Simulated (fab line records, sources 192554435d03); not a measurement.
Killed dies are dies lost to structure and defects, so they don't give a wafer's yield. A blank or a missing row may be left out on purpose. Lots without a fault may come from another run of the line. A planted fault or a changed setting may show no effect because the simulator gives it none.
Which tool did it? | flow n5_finfet | 9 lots, 27 wafers sampled, at 5 steps of a route of 1938

WHAT THE GAUGES READ, wafer by wafer
N5_BEOL_M4_RC_MEAS_101. Usual: DIBL_N 36.3 mV/V, standard deviation 1.2; DIBL_P 36.3 mV/V, standard deviation 1.4; IOFF_N 0.160 nA/um, standard deviation 0.02; IOFF_P 0.210 nA/um, standard deviation 0.025; ION_N 675 uA/um, standard deviation 9.5; ION_P 462 uA/um, standard deviation 7; SS_N 71.5 mV/dec, standard deviation 0.53; SS_P 73.4 mV/dec, standard deviation 0.55; VT_N 249.5 mV, standard deviation 2.6; VT_P -250.1 mV, standard deviation 2.9.
lot  | measured     | on        | DIBL_N (mV/V)  | DIBL_P (mV/V)  | IOFF_N (nA/um)    | IOFF_P (nA/um)    | ION_N (uA/um) | ION_P (uA/um) | SS_N (mV/dec)  | SS_P (mV/dec)  | VT_N (mV)         | VT_P (mV)            | flag
L726 | day 8 23:34  | prober-01 | 34.6 34.2 36.5 | 33.6 32.9 36.7 | 0.135 0.121 0.167 | 0.161 0.154 0.203 | 666 663 674   | 450 452 462   | 72.3 71.7 72.4 | 72.7 73.2 73.9 | 252.2 251.1 250.2 | -252.7 -256.1 -251.2 |
L728 | day 9 18:59  | prober-01 | 35.4 35.3 35.5 | 37.2 36.7 36.8 | 0.147 0.145 0.142 | 0.184 0.182 0.176 | 676 670 670   | 449 456 454   | 71.5 71.5 72.1 | 72.9 73.2 73.9 | 252.4 252.5 255.6 | -253.0 -253.3 -251.6 |
L729 | day 10 00:52 | prober-01 | 37.5 37.3 39.3 | 36.8 36.6 38.2 | 0.145 0.143 0.168 | 0.188 0.180 0.201 | 653 662 665   | 450 453 455   | 71.6 71.6 72.5 | 73.6 73.6 73.5 | 254.1 252.0 250.0 | -254.0 -252.6 -252.0 |
L737 | day 12 23:57 | prober-02 | 36.9 36.4 35.2 | 36.0 36.5 34.8 | 0.189 0.184 0.161 | 0.241 0.248 0.212 | 691 687 682   | 476 469 465   | 72.0 71.9 71.8 | 73.2 73.6 73.0 | 243.7 244.9 248.2 | -246.1 -246.3 -247.9 |
L740 | day 14 05:13 | prober-01 | 36.4 35.2 37.0 | 36.7 36.0 38.2 | 0.158 0.150 0.183 | 0.191 0.186 0.222 | 683 678 688   | 464 459 469   | 72.2 72.1 72.0 | 73.5 72.6 74.2 | 251.5 249.7 247.0 | -252.5 -253.6 -250.8 |
L745 | day 14 22:32 | prober-01 | 35.8 35.5 34.8 | 36.4 34.8 34.7 | 0.172 0.154 0.147 | 0.200 0.179 0.184 | 682 676 677   | 461 458 464   | 70.8 71.4 70.5 | 73.0 73.1 72.1 | 246.2 247.9 250.8 | -253.4 -254.3 -251.8 |
L742 | day 15 05:05 | prober-02 | 37.2 35.2 37.3 | 34.9 33.0 35.3 | 0.162 0.126 0.164 | 0.192 0.172 0.212 | 673 674 678   | 456 459 460   | 71.7 71.4 71.6 | 73.2 73.3 73.9 | 248.4 256.2 250.0 | -251.6 -251.6 -249.3 |
L747 | day 16 03:17 | prober-02 | 35.3 34.8 34.6 | 36.4 34.8 35.8 | 0.154 0.143 0.151 | 0.208 0.183 0.206 | 679 683 691   | 472 466 466   | 71.6 70.8 71.3 | 72.7 72.7 72.1 | 247.8 248.7 250.1 | -249.9 -250.5 -247.9 |
L748 | day 15 20:00 | prober-01 | 33.8 35.6 36.2 | 35.9 36.3 37.2 | 0.157 0.190 0.183 | 0.187 0.194 0.204 | 675 668 668   | 459 452 452   | 70.8 71.2 71.7 | 73.3 73.7 74.0 | 248.4 248.9 250.5 | -252.7 -254.3 -252.4 |

WHICH TOOL RAN EACH LOT (tool, then ch and the chambers of the sampled wafers, then the start)
lot  | N5_BEOL_M1_ANNEAL_87         | N5_BEOL_M1_ANNEAL_89         | N5_BEOL_M1_ANNEAL_91         | N5_BEOL_M1_CMP_52
L726 | pvd_sputter-01, day 6 13:20  | pvd_sputter-01, day 6 13:33  | pvd_sputter-01, day 6 13:46  | cmp-02 ch 1,2, day 6 15:04
L728 | pvd_sputter-01, day 7 01:01  | pvd_sputter-01, day 7 01:14  | pvd_sputter-01, day 7 01:27  | cmp-04 ch 1,2,3, day 7 02:36
L729 | pvd_sputter-01, day 7 05:49  | pvd_sputter-01, day 7 06:02  | pvd_sputter-01, day 7 06:15  | cmp-02 ch 0,3, day 7 07:19
L737 | pvd_sputter-02, day 9 20:42  | pvd_sputter-02, day 9 20:55  | pvd_sputter-02, day 9 21:08  | cmp-02 ch 2,3, day 9 22:18
L740 | pvd_sputter-01, day 11 01:01 | pvd_sputter-01, day 11 01:14 | pvd_sputter-01, day 11 01:28 | cmp-04 ch 0,1,3, day 11 02:34
L745 | pvd_sputter-02, day 11 16:35 | pvd_sputter-02, day 11 16:49 | pvd_sputter-02, day 11 17:02 | cmp-04 ch 0,2,3, day 11 18:10
L742 | pvd_sputter-03, day 12 10:29 | pvd_sputter-03, day 12 10:43 | pvd_sputter-03, day 12 10:56 | cmp-02 ch 2,3, day 12 12:00
L747 | pvd_sputter-03, day 12 12:26 | pvd_sputter-03, day 12 12:39 | pvd_sputter-03, day 12 12:52 | cmp-04 ch 0,1,3, day 12 18:34
L748 | pvd_sputter-03, day 12 18:55 | pvd_sputter-03, day 12 19:08 | pvd_sputter-03, day 12 19:22 | cmp-04 ch 0,1,3, day 12 20:26
- N5_BEOL_M1_ANNEAL_87: time 240 s.
- N5_BEOL_M1_ANNEAL_89: time 240 s.
- N5_BEOL_M1_ANNEAL_91: time 240 s.
- N5_BEOL_M1_CMP_52: polishes, stops on SiOC, t overpolish 6.8 s, target thk 40 nm.

WHAT THE TOOLS THEMSELVES READ (means of the sampled wafers that have a number; where no wafer has one, the mark that the record gives instead)
N5_BEOL_M1_ANNEAL_87. Usual: heater_power_w 783 W, standard deviation 95; susceptor_temp_C 399.99 C, standard deviation 0.22; susceptor_temp_C_max 401.0, standard deviation 0.37.
lot  | tool           | heater_power_w (W) | susceptor_temp_C (C) | susceptor_temp_C_max | flag
L726 | pvd_sputter-01 | 781                | 399.92               | 400.7                |
L728 | pvd_sputter-01 | 782                | 400.09               | 401.0                |
L729 | pvd_sputter-01 | 786                | 400.00               | 400.9                |
L737 | pvd_sputter-02 | 747                | 400.14               | 401.1                |
L740 | pvd_sputter-01 | 746                | 399.71               | 401.1                |
L745 | pvd_sputter-02 | 841                | 399.97               | 400.6                |
L742 | pvd_sputter-03 | 878                | 399.95               | 401.0                |
L747 | pvd_sputter-03 | 784                | 399.80               | 401.0                |
L748 | pvd_sputter-03 | 663                | 400.01               | 400.9                |

N5_BEOL_M1_ANNEAL_89. Usual: heater_power_w 783 W, standard deviation 97; susceptor_temp_C 400.02 C, standard deviation 0.23; susceptor_temp_C_max 401.0, standard deviation 0.33.
lot  | tool           | heater_power_w (W) | susceptor_temp_C (C) | susceptor_temp_C_max | flag
L726 | pvd_sputter-01 | 795                | 400.04               | 400.9                |
L728 | pvd_sputter-01 | 780                | 400.36               | 401.2                |
L729 | pvd_sputter-01 | 805                | 399.92               | 400.8                |
L737 | pvd_sputter-02 | 748                | 400.09               | 401.2                |
L740 | pvd_sputter-01 | 759                | 400.15               | 401.3                |
L745 | pvd_sputter-02 | 838                | 400.05               | 400.8                |
L742 | pvd_sputter-03 | 882                | 399.84               | 401.2                |
L747 | pvd_sputter-03 | 769                | 399.91               | 401.0                |
L748 | pvd_sputter-03 | 668                | 399.89               | 400.7                |

N5_BEOL_M1_ANNEAL_91. Usual: heater_power_w 782 W, standard deviation 96; susceptor_temp_C 399.98 C, standard deviation 0.23; susceptor_temp_C_max 401.0, standard deviation 0.43.
lot  | tool           | heater_power_w (W) | susceptor_temp_C (C) | susceptor_temp_C_max | flag
L726 | pvd_sputter-01 | 795                | 399.95               | 401.0                |
L728 | pvd_sputter-01 | 786                | 399.74               | 400.5                |
L729 | pvd_sputter-01 | 788                | 399.93               | 401.1                |
L737 | pvd_sputter-02 | 745                | 400.13               | 400.9                |
L740 | pvd_sputter-01 | 755                | 400.33               | 401.3                |
L745 | pvd_sputter-02 | 830                | 399.79               | 400.6                |
L742 | pvd_sputter-03 | 882                | 400.07               | 401.6                |
L747 | pvd_sputter-03 | 783                | 399.81               | 400.9                |
L748 | pvd_sputter-03 | 665                | 400.10               | 401.0                |

N5_BEOL_M1_CMP_52. Usual: barrier_field_endpoint_s 24.7 s, standard deviation 0.63; head_pressure_psi 1.0001 psi, standard deviation 0.0023; motor_current_A 6.0 A, standard deviation 0.47; overpolish_run_s 6.802 s, standard deviation 0.0097; pad_life_wafers 1126, standard deviation 550; time_to_endpoint_s 62.4 s, standard deviation 2.4.
lot  | tool   | barrier_field_endpoint_s (s) | head_pressure_psi (psi) | motor_current_A (A) | overpolish_run_s (s) | pad_life_wafers | time_to_endpoint_s (s) | flag
L726 | cmp-02 | 23.6                         | 0.9988                  | 5.7                 | 6.799                | 144             | 59.9                   |
L728 | cmp-04 | 25.1                         | 1.0003                  | 6.4                 | 6.798                | 968             | 60.2                   |
L729 | cmp-02 | 24.9                         | 0.9998                  | 5.9                 | 6.800                | 302             | 62.7                   |
L737 | cmp-02 | 31.9                         | 0.8070                  | 5.3                 | 6.354                | 828             | 62.5                   | OFF
L740 | cmp-04 | 24.4                         | 0.9994                  | 6.2                 | 6.803                | 1724            | 59.4                   |
L745 | cmp-04 | 24.9                         | 0.9990                  | 6.5                 | 6.798                | 1826            | 65.0                   |
L742 | cmp-02 | 24.5                         | 0.9997                  | 5.9                 | 6.802                | 1296            | 60.7                   |
L747 | cmp-04 | 24.0                         | 1.0028                  | 6.0                 | 6.790                | 1970            | 61.7                   |
L748 | cmp-04 | 23.8                         | 1.0010                  | 6.1                 | 6.801                | 1987            | 60.2                   |

THE ANSWER, worked out from the rows above alone
Rule: a lot is off if the mean of its wafers that have a number lies more than 3 standard deviations from the usual mean. A lot without any number at a reading at which 4 lots or more have one is off too. The other lots that the step has rows for count as sound. The gauges are gone through in route order, then the tools' own readings, and for those a lot's mean is taken as printed above. The first step at which some lot is off is used, and at that step the reading that is off furthest; a lot without a number counts as furthest.
Off: L737, at N5_BEOL_M1_CMP_52 (head_pressure_psi).
A tool fits if, at that step or a process step before it, it ran every lot that is off, and no sound lot after the first of them. None of those tried fits.

WHAT THE SIMULATOR HAD PUT IN
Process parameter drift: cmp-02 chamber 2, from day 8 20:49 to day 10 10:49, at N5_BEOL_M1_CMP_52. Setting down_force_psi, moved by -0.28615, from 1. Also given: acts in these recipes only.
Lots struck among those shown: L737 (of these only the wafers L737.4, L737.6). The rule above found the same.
